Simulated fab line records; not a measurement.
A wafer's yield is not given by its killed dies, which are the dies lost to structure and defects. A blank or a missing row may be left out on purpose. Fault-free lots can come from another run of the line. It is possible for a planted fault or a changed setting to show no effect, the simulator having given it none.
What tool caused it?    flow n5Finfet    8 lots, 22 wafers sampled, at 5 steps of a route of 1938

WHAT THE GAUGES SHOWED, per wafer
N5_BEOL_M4_RC_MEAS_101. Usual: DIBL_N 36.2 mV/V, standard deviation 1.5; DIBL_P 36.2 mV/V, standard deviation 1.7; IOFF_N 0.155 nA/um, standard deviation 0.021; IOFF_P 0.216 nA/um, standard deviation 0.026; ION_N 674 uA/um, standard deviation 11; ION_P 464 uA/um, standard deviation 6.8; SS_N 71.5 mV/dec, standard deviation 0.56; SS_P 73.3 mV/dec, standard deviation 0.6; VT_N 250.2 mV, standard deviation 2.6; VT_P -249.3 mV, standard deviation 2.5.
lot   measured      on         DIBL_N (mV/V)   DIBL_P (mV/V)   IOFF_N (nA/um)     IOFF_P (nA/um)     ION_N (uA/um)  ION_P (uA/um)  SS_N (mV/dec)   SS_P (mV/dec)   VT_N (mV)          VT_P (mV)             flag
L353  day 8 10:38   prober-01  36.1 33.8 35.9  36.1 33.9 36.0  0.164 0.140 0.167  0.235 0.190 0.228  669 677 660    464 470 462    71.8 71.4 72.2  73.6 72.2 74.4  247.7 251.1 247.7  -247.4 -251.2 -248.1  
L355  day 8 23:38   prober-01  37.9 37.4 38.8  35.0 34.1 36.2  0.143 0.141 0.162  0.214 0.199 0.236  660 654 656    455 451 458    71.5 71.2 71.5  74.1 73.2 74.1  253.3 253.1 249.7  -249.4 -248.9 -248.5  
L358  day 9 10:55   prober-02  37.1 36.1       37.8 36.3       0.172 0.163        0.262 0.241        672 688        471 472        72.3 71.6       74.3 74.4       248.0 246.4        -247.3 -247.0         
L359  day 9 18:01   prober-02  35.4 36.1       36.7 38.2       0.134 0.152        0.196 0.226        662 676        460 469        72.2 71.8       73.0 73.3       256.6 253.1        -255.0 -250.8         
L368  day 12 07:09  prober-01  35.3 35.6 37.2  35.2 36.4 37.6  0.145 0.159 0.184  0.212 0.239 0.257  668 680 686    471 476 473    70.9 71.2 72.1  73.3 73.7 73.9  250.6 248.2 248.1  -246.6 -248.1 -246.3  
L370  day 12 23:12  prober-01  36.0 36.7 34.5  35.6 35.8 33.8  0.143 0.140 0.109  0.190 0.191 0.170  676 659 665    461 459 461    70.2 70.9 69.9  73.1 72.4 72.4  248.3 250.8 254.4  -249.5 -251.7 -251.5  
L371  day 12 22:53  prober-02  39.7 38.4 36.9  38.9 37.6 35.6  0.181 0.163 0.139  0.247 0.224 0.201  675 681 684    457 466 471    72.4 71.9 72.0  74.0 72.7 72.5  249.7 249.6 251.3  -246.9 -248.6 -249.3  
L372  day 13 15:43  prober-01  38.5 37.8 38.0  37.4 36.8 36.3  0.169 0.157 0.160  0.240 0.241 0.234  682 660 666    472 463 460    71.6 72.0 71.7  74.0 74.0 73.9  249.8 250.4 249.1  -248.0 -248.8 -248.1  

EACH LOT AND THE TOOL THAT RAN IT (in order: tool; ch and the chambers of the sampled wafers; start)
lot   N5_BEOL_M0_SAQP_ETCH_84            N5_BEOL_M0_SAQP_HM_OPEN_112        N5_BEOL_M0_SAQP_MANDREL_ETCH_20  N5_BEOL_M0_SAQP_SPACER1_ETCHBACK_99
L353  rieDiel-03 ch 0,1,2, day 5 22:47   rieDiel-03 ch 0,1,2, day 5 22:53   rieSi-02 ch 1,2,3, day 5 22:58   rieDiel-01 ch 0,3, day 6 00:23
L355  rieDiel-03 ch 1,3, day 6 11:56     rieDiel-03 ch 1,3, day 6 12:03     rieSi-02 ch 1,3, day 6 12:08     rieDiel-03 ch 1,3, day 6 13:22
L358  rieDiel-03 ch 0,1, day 7 01:54     rieDiel-03 ch 0,1, day 7 02:01     rieSi-01 ch 2,3, day 7 02:05     rieDiel-06 ch 0,1, day 7 03:11
L359  rieDiel-03 ch 3, day 7 11:44       rieDiel-03 ch 3, day 7 11:51       rieSi-01 ch 3, day 7 11:56       rieDiel-01 ch 2,3, day 7 13:01
L368  rieDiel-03 ch 0,1,2, day 9 18:16   rieDiel-03 ch 0,1,2, day 9 18:22   rieSi-02 ch 0,1,3, day 9 18:27   rieDiel-03 ch 1,2, day 9 20:04
L370  rieDiel-01 ch 0,1, day 10 05:11    rieDiel-01 ch 0,1, day 10 05:18    rieSi-03 ch 0,1,3, day 10 05:23  rieDiel-03 ch 0,2, day 10 06:40
L371  rieDiel-06 ch 0,1,3, day 10 10:42  rieDiel-06 ch 0,1,3, day 10 10:48  rieSi-03 ch 0,1,2, day 10 10:53  rieDiel-06 ch 1,2,3, day 10 11:59
L372  rieDiel-03 ch 0,1, day 10 17:45    rieDiel-03 ch 0,1, day 10 17:52    rieSi-03 ch 1,2,3, day 10 17:56  rieDiel-06 ch 0,2,3, day 10 19:52
- N5_BEOL_M0_SAQP_ETCH_84: etches SOC in N2/H2, target depth 100 nm, overetch 20 nm, time 150 s.
- N5_BEOL_M0_SAQP_HM_OPEN_112: chemistry CHF3/O2, target SiO2, stops on a-Si, target depth 12 nm, time 13.5 s.
- N5_BEOL_M0_SAQP_MANDREL_ETCH_20: etches a-Si in HBr/Cl2, stops on SiNx, target depth 60 nm, bt time 10 s, time 30 s.
- N5_BEOL_M0_SAQP_SPACER1_ETCHBACK_99: etches SiO2 in CHF3/O2, target depth 15.4 nm, time 7.7 s.

WHAT THE TOOLS THEMSELVES READ (means of the sampled wafers that have a number; where no wafer has one, the mark that the record gives instead)
N5_BEOL_M0_SAQP_ETCH_84. Usual: chamberPressureMTorr 29.999 mTorr, standard deviation 0.028; drypumpMotorCurrentA 5.8 A, standard deviation 0.48; n2FlowSccm 200.1 sccm, standard deviation 0.55; oesProductAu 0.71 a.u., standard deviation 0.075; rfVppV 525.6 V, standard deviation 2.4; showerheadPlenumPTorr 2.61 Torr, standard deviation 0.079; throttleValvePct 17.7 %, standard deviation 0.32.
lot   tool        chamberPressureMTorr (mTorr)  drypumpMotorCurrentA (A)  n2FlowSccm (sccm)  oesProductAu (a.u.)  rfVppV (V)  showerheadPlenumPTorr (Torr)  throttleValvePct (%)  flag
L353  rieDiel-03  29.998                        5.7                       199.6              0.67                 526.9       2.64                          17.8                  
L355  rieDiel-03  30.014                        5.8                       200.7              0.73                 526.3       2.63                          17.8                  
L358  rieDiel-03  30.001                        5.6                       199.7              0.67                 528.0       2.64                          17.7                  
L359  rieDiel-03  29.995                        5.8                       200.3              0.81                 525.3       2.61                          17.7                  
L368  rieDiel-03  30.008                        5.7                       199.9              0.65                 526.7       2.63                          17.8                  
L370  rieDiel-01  30.015                        6.1                       199.8              0.70                 526.3       2.65                          17.7                  
L371  rieDiel-06  30.017                        5.7                       199.3              0.78                 525.8       2.62                          17.4                  
L372  rieDiel-03  29.984                        5.7                       199.6              0.65                 527.0       2.62                          17.8                  

N5_BEOL_M0_SAQP_HM_OPEN_112. Usual: chamberPressureMTorr 30.000 mTorr, standard deviation 0.026; drypumpMotorCurrentA 5.8 A, standard deviation 0.48; oes_o_777_au 0.80 a.u., standard deviation 0.083; oesProductAu 0.52 a.u., standard deviation 0.055; rfVppV 525 V, standard deviation 5.2; showerheadPlenumPTorr 2.47 Torr, standard deviation 0.069; throttleValvePct 18.7 %, standard deviation 0.31.
lot   tool        chamberPressureMTorr (mTorr)  drypumpMotorCurrentA (A)  oes_o_777_au (a.u.)  oesProductAu (a.u.)  rfVppV (V)  showerheadPlenumPTorr (Torr)  throttleValvePct (%)  flag
L353  rieDiel-03  30.012                        5.7                       0.76                 0.49                 529         2.50                          18.7                  
L355  rieDiel-03  30.050                        5.8                       0.81                 0.51                 528         2.49                          18.8                  
L358  rieDiel-03  29.993                        5.6                       0.74                 0.45                 530         2.50                          18.7                  
L359  rieDiel-03  29.977                        5.7                       0.91                 0.54                 526         2.46                          18.6                  
L368  rieDiel-03  30.011                        5.8                       0.73                 0.48                 529         2.49                          18.7                  
L370  rieDiel-01  29.999                        6.1                       0.78                 0.51                 524         2.51                          18.8                  
L371  rieDiel-06  29.990                        5.7                       0.87                 0.58                 525         2.48                          18.5                  
L372  rieDiel-03  30.005                        5.7                       0.73                 0.48                 529         2.49                          18.8                  

N5_BEOL_M0_SAQP_MANDREL_ETCH_20. Usual: chamberPressureMTorr 10.001 mTorr, standard deviation 0.0083; drypumpMotorCurrentA 5.9 A, standard deviation 0.48; oesProductAu 0.778 a.u., standard deviation 0.0093; throttleValvePct 35.47 %, standard deviation 0.24.
lot   tool      chamberPressureMTorr (mTorr)  drypumpMotorCurrentA (A)  oesProductAu (a.u.)  throttleValvePct (%)  flag
L353  rieSi-02  9.996                         6.2                       0.779                35.56                 
L355  rieSi-02  9.999                         6.2                       0.771                35.64                 
L358  rieSi-01  9.999                         5.3                       0.776                35.66                 
L359  rieSi-01  10.001                        5.7                       0.756                35.58                 
L368  rieSi-02  10.005                        6.1                       0.781                35.54                 
L370  rieSi-03  10.000                        5.6                       0.781                35.16                 
L371  rieSi-03  10.004                        5.7                       0.765                35.22                 
L372  rieSi-03  9.999                         5.8                       0.780                35.41                 

N5_BEOL_M0_SAQP_SPACER1_ETCHBACK_99. Usual: chamberPressureMTorr 30.002 mTorr, standard deviation 0.029; drypumpMotorCurrentA 5.7 A, standard deviation 0.52; oes_o_777_au 0.80 a.u., standard deviation 0.082; oesProductAu 0.80 a.u., standard deviation 0.086; rfVppV 525 V, standard deviation 4.7; showerheadPlenumPTorr 2.47 Torr, standard deviation 0.072; throttleValvePct 18.80 %, standard deviation 0.28.
lot   tool        chamberPressureMTorr (mTorr)  drypumpMotorCurrentA (A)  oes_o_777_au (a.u.)  oesProductAu (a.u.)  rfVppV (V)  showerheadPlenumPTorr (Torr)  throttleValvePct (%)  flag
L353  rieDiel-01  30.019                        6.0                       0.83                 0.84                 526         2.40                          18.66                 
L355  rieDiel-03  29.981                        5.9                       0.81                 0.81                 527         2.49                          18.89                 
L358  rieDiel-06  30.014                        5.5                       0.93                 0.93                 524         2.51                          18.64                 
L359  rieDiel-01  29.982                        5.6                       0.77                 0.77                 527         2.41                          18.83                 
L368  rieDiel-03  30.027                        6.0                       0.73                 0.72                 528         2.48                          18.94                 
L370  rieDiel-03  30.019                        5.8                       0.73                 0.72                 529         2.48                          18.81                 
L371  rieDiel-06  29.984                        6.2                       0.83                 0.83                 523         2.40                          18.80                 
L372  rieDiel-06  29.992                        5.9                       0.81                 0.81                 521         2.43                          18.83                 

THE ANSWER, worked out from the rows above alone
Rule: lot off if the mean of its wafers having a number is beyond 3 standard deviations from the usual mean. Also off: a lot with no number at a reading for which 4 or more lots have one. Any other lot the step has rows for is counted as sound. First the gauges in route order, then the tools' own readings, where a lot's mean is used as printed above. At the first step where some lot is off, the reading lying furthest off is the one used; lots without a number count as furthest.
No lot is off on any of the readings shown, so nothing can be concluded from this.

WHAT THE SIMULATOR HAD PUT IN
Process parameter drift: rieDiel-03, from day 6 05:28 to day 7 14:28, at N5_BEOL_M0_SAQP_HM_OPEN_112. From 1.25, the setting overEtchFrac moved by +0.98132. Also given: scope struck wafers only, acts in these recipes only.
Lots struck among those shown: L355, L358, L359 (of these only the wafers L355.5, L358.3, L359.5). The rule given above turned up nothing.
